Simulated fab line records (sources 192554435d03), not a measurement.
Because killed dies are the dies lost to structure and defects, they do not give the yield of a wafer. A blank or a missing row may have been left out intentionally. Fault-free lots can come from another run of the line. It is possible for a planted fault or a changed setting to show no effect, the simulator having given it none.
Matching of chambers :: flow n5Finfet :: 3 sister chambers for N5_MOL_CONTACT_COAG_STRIP_72 on rieDiel-04
The step strips in N2/H2. 16 wafers are shown with their chamber, then 5 later ones without.

WAFERS WITH THEIR CHAMBER
wafer: L076.2
chamber: 2
drypumpMotorCurrentA (A): 6.7
throttleValvePct (%): 24.04
showerheadPlenumPTorr (Torr): 2.52

wafer: L076.3
chamber: 0
drypumpMotorCurrentA (A): 5.0
throttleValvePct (%): 23.67
showerheadPlenumPTorr (Torr): 2.46

wafer: L076.6
chamber: 2
drypumpMotorCurrentA (A): 6.8
throttleValvePct (%): 24.01
showerheadPlenumPTorr (Torr): 2.52

wafer: L084.3
chamber: 3
drypumpMotorCurrentA (A): 5.8
throttleValvePct (%): 23.15
showerheadPlenumPTorr (Torr): 2.52

wafer: L084.4
chamber: 2
drypumpMotorCurrentA (A): 6.8
throttleValvePct (%): 24.06
showerheadPlenumPTorr (Torr): 2.51

wafer: L084.6
chamber: 0
drypumpMotorCurrentA (A): 5.0
throttleValvePct (%): 23.67
showerheadPlenumPTorr (Torr): 2.45

wafer: L085.3
chamber: 0
drypumpMotorCurrentA (A): 4.9
throttleValvePct (%): 23.68
showerheadPlenumPTorr (Torr): 2.45

wafer: L085.5
chamber: 3
drypumpMotorCurrentA (A): 5.8
throttleValvePct (%): 23.16
showerheadPlenumPTorr (Torr): 2.52

wafer: L085.6
chamber: 2
drypumpMotorCurrentA (A): 6.8
throttleValvePct (%): 24.10
showerheadPlenumPTorr (Torr): 2.51

wafer: L086.1
chamber: 2
drypumpMotorCurrentA (A): 6.8
throttleValvePct (%): 24.11
showerheadPlenumPTorr (Torr): 2.51

wafer: L086.4
chamber: 0
drypumpMotorCurrentA (A): 5.0
throttleValvePct (%): 23.70
showerheadPlenumPTorr (Torr): 2.45

wafer: L086.5
chamber: 2
drypumpMotorCurrentA (A): 6.8
throttleValvePct (%): 24.01
showerheadPlenumPTorr (Torr): 2.51

wafer: L088.3
chamber: 3
drypumpMotorCurrentA (A): 5.8
throttleValvePct (%): 23.13
showerheadPlenumPTorr (Torr): 2.52

wafer: L088.5
chamber: 0
drypumpMotorCurrentA (A): 4.9
throttleValvePct (%): 23.68
showerheadPlenumPTorr (Torr): 2.45

wafer: L088.6
chamber: 3
drypumpMotorCurrentA (A): 5.8
throttleValvePct (%): 23.18
showerheadPlenumPTorr (Torr): 2.52

wafer: L090.1
chamber: 2
drypumpMotorCurrentA (A): 6.8
throttleValvePct (%): 24.10
showerheadPlenumPTorr (Torr): 2.51

SIGNATURES (averages over the wafers above)
reading: drypumpMotorCurrentA
chamber 0: 4.960
chamber 2: 6.786
chamber 3: 5.800
scatter within a chamber: 0.0398

reading: throttleValvePct
chamber 0: 23.6800
chamber 2: 24.0614
chamber 3: 23.1550
scatter within a chamber: 0.0316

reading: showerheadPlenumPTorr
chamber 0: 2.4520
chamber 2: 2.5129
chamber 3: 2.5200
scatter within a chamber: 0.00414
Rule: distance of a wafer from a chamber = root of the sum over the readings of ((wafer's reading minus chamber's mean) / reading's scatter) squared. The wafer belongs to the nearest chamber; if the next one is less than 2 further off, it can't be placed. The scatter: the root of (the sum of the squares of (reading less its chamber's mean) over the shown wafers, divided by (wafers less chambers)).

WAFERS WHOSE CHAMBER IS MISSING
wafer: L094.3
drypumpMotorCurrentA (A): 5.8
throttleValvePct (%): 23.17
showerheadPlenumPTorr (Torr): 2.51

wafer: L094.5
drypumpMotorCurrentA (A): 4.9
throttleValvePct (%): 23.71
showerheadPlenumPTorr (Torr): 2.44

wafer: L094.6
drypumpMotorCurrentA (A): 5.8
throttleValvePct (%): 23.22
showerheadPlenumPTorr (Torr): 2.51

wafer: L097.1
drypumpMotorCurrentA (A): 5.8
throttleValvePct (%): 23.22
showerheadPlenumPTorr (Torr): 2.51

wafer: L097.3
drypumpMotorCurrentA (A): 6.8
throttleValvePct (%): 24.07
showerheadPlenumPTorr (Torr): 2.50

WHICH CHAMBER EACH ONE RAN IN
wafer: L094.3
from the rows above: 3
in truth: 3

wafer: L094.5
from the rows above: 0
in truth: 0

wafer: L094.6
from the rows above: 3
in truth: 3

wafer: L097.1
from the rows above: 3
in truth: 3

wafer: L097.3
from the rows above: 2
in truth: 2
Correct placement for 5 of the 5. Not placeable from these rows: 0. Wrongly placed: 0.
